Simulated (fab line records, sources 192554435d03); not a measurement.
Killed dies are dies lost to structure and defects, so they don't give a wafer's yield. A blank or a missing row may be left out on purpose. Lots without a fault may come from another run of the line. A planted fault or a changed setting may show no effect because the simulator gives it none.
Chamber matching | flow n5_finfet | N5_BEOL_M1_ETCHBACK_99 on rie_diel-03: 4 sister chambers
The step etches SiO2 in CHF3, target depth 5 nm, time 10.4 s. 20 wafers are shown with their chamber, then 10 later ones without.

WAFERS WITH THEIR CHAMBER
wafer  | chamber | drypump_motor_current_A (A) | showerhead_plenum_p_Torr (Torr) | throttle_valve_pct (%)
L074.3 | 0       | 5.61                        | 2.20                            | 16.81
L074.4 | 0       | 5.59                        | 2.20                            | 16.80
L074.6 | 3       | 5.45                        | 2.09                            | 17.14
L077.1 | 0       | 5.62                        | 2.20                            | 16.80
L077.2 | 2       | 5.72                        | 2.30                            | 16.76
L077.6 | 1       | 6.35                        | 2.24                            | 16.76
L080.1 | 2       | 5.71                        | 2.30                            | 16.78
L080.2 | 0       | 5.63                        | 2.19                            | 16.84
L080.3 | 1       | 6.33                        | 2.24                            | 16.75
L082.4 | 0       | 5.63                        | 2.19                            | 16.82
L082.5 | 3       | 5.45                        | 2.08                            | 17.15
L082.6 | 0       | 5.61                        | 2.19                            | 16.82
L085.2 | 2       | 5.72                        | 2.29                            | 16.79
L085.3 | 1       | 6.34                        | 2.23                            | 16.77
L085.4 | 2       | 5.73                        | 2.29                            | 16.78
L093.2 | 3       | 5.45                        | 2.07                            | 17.19
L093.4 | 2       | 5.68                        | 2.29                            | 16.82
L093.5 | 2       | 5.71                        | 2.29                            | 16.81
L094.3 | 3       | 5.46                        | 2.07                            | 17.18
L094.4 | 0       | 5.60                        | 2.19                            | 16.87

SIGNATURES (means of the wafers above)
reading                  | chamber 0 | chamber 1 | chamber 2 | chamber 3 | scatter within a chamber
drypump_motor_current_A  | 5.6129    | 6.3400    | 5.7117    | 5.4525    | 0.0139
showerhead_plenum_p_Torr | 2.1943    | 2.2367    | 2.2933    | 2.0775    | 0.00636
throttle_valve_pct       | 16.8229   | 16.7600   | 16.7900   | 17.1650   | 0.0224
Rule: a wafer's distance from a chamber is the root of the sum, over the readings, of the square of ((its reading less the chamber's mean) divided by the reading's scatter). The wafer belongs to the nearest chamber; if the next one is less than 2 further off, it can't be placed. The scatter: the root of (the sum of the squares of (reading less its chamber's mean) over the shown wafers, divided by (wafers less chambers)).

WAFERS WITHOUT THEIR CHAMBER
wafer  | drypump_motor_current_A (A) | showerhead_plenum_p_Torr (Torr) | throttle_valve_pct (%)
L094.5 | 5.59                        | 2.19                            | 16.89
L092.1 | 6.31                        | 2.23                            | 16.81
L092.2 | 5.74                        | 2.29                            | 16.81
L092.5 | 5.47                        | 2.07                            | 17.20
L096.2 | 5.62                        | 2.18                            | 16.86
L096.4 | 5.70                        | 2.29                            | 16.81
L096.6 | 6.35                        | 2.22                            | 16.79
L097.2 | 5.47                        | 2.07                            | 17.21
L097.3 | 5.70                        | 2.28                            | 16.82
L097.5 | 5.46                        | 2.07                            | 17.18

WHICH CHAMBER EACH WENT THROUGH
wafer  | from the rows above | in truth
L094.5 | 0                   | 0
L092.1 | 1                   | 1
L092.2 | 2                   | 2
L092.5 | 3                   | 3
L096.2 | 0                   | 0
L096.4 | 2                   | 2
L096.6 | 1                   | 1
L097.2 | 3                   | 3
L097.3 | 2                   | 2
L097.5 | 3                   | 3
Placed correctly: 10 of 10. Can't be placed from these rows: 0. Placed wrongly: 0.
